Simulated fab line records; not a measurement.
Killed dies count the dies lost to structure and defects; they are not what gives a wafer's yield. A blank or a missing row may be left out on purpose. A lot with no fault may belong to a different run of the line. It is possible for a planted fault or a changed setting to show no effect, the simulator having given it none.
Tool commonality check    flow nand harc    6 wafers sampled across 2 lots

== THE REASON FOR OPENING IT ==
At NHARC_END_SORT_01 the reading killed at other is flagged on 2 of 2 lots. Fault-free wafers read 1.0, with a standard deviation of 1.4.
Rule: flag the lot when none of its wafers has a number, or when each of its wafers that has one lies beyond 4 standard deviations from that mean. The other lots count as sound.

lot   measured      on         killed at other, wafer by wafer  flag
L509  day 28 05:53  prober-02  541 540 533                      FLAGGED
L511  day 28 14:26  prober-02  545 540 545                      FLAGGED
The numbers of the flagged lots are 540.7 on average: +539.7 against the usual, or +99 or more standard deviations.

== WHICH TOOL RAN EACH LOT ==
The record holds 3 process steps before the reading, out of a route of 1302 steps. Cell contents, in order: the tool; ch with the chambers the sampled wafers went through; the start.
lot   flag     NHARC_HYBRID_BOND_ACTIVATE_00       NHARC_THIN_TSV_ECD_20           NHARC_THIN_TSV_CMP_21
L509  FLAGGED  rie diel-04 ch 1,3, day 27 03:09    ecd cu-02 ch 0,1, day 27 19:36  cmp-02 ch 1,2, day 27 20:40
L511  FLAGGED  rie diel-04 ch 0,1,2, day 27 07:11  ecd cu-02 ch 0,1, day 28 02:18  cmp-03 ch 0,1, day 28 03:22
What these steps do:
- NHARC_HYBRID_BOND_ACTIVATE_00: chemistry N2, time 60 s.
- NHARC_THIN_TSV_ECD_20: material Cu, target thk 2000 nm.
- NHARC_THIN_TSV_CMP_21: polishes, t overpolish 30 s, target thk 2000 nm.
- NHARC_END_SORT_01

== FLAGGED OVER TOTAL, TOOL BY TOOL (the gauges that took the reading come last) ==
step                           tool         lots run  flagged  share of the flagged lots  sound lots run after its first flagged lot
NHARC_HYBRID_BOND_ACTIVATE_00  rie diel-04  2         2        all                        0
NHARC_THIN_TSV_ECD_20          ecd cu-02    2         2        all                        0
NHARC_THIN_TSV_CMP_21          cmp-02       1         1        some                       0
NHARC_THIN_TSV_CMP_21          cmp-03       1         1        some                       0
NHARC_END_SORT_01              prober-02    2         2        all                        0

== WHAT THE TABLE PERMITS ==
3 rows of the table ran every flagged lot: rie diel-04 at NHARC_HYBRID_BOND_ACTIVATE_00, ecd cu-02 at NHARC_THIN_TSV_ECD_20, prober-02 at NHARC_END_SORT_01.
- rie diel-04 at NHARC_HYBRID_BOND_ACTIVATE_00: 2 of its 2 lots flagged. In this sample it ran no sound lot ahead of its first flagged lot, so there is no way to narrow down the start.
- ecd cu-02 at NHARC_THIN_TSV_ECD_20: 2 of its 2 lots flagged. In this sample it ran no sound lot ahead of its first flagged lot, so there is no way to narrow down the start.
- prober-02 at NHARC_END_SORT_01: 2 of its 2 lots flagged. In this sample it ran no sound lot ahead of its first flagged lot, so there is no way to narrow down the start.
Counting lots can't tell these 3 tools apart, because each fits a fault that began at some hour. More lots, or a look at what each step does to the wafer, might.

== WHAT THE SIMULATOR HAD PUT IN ==
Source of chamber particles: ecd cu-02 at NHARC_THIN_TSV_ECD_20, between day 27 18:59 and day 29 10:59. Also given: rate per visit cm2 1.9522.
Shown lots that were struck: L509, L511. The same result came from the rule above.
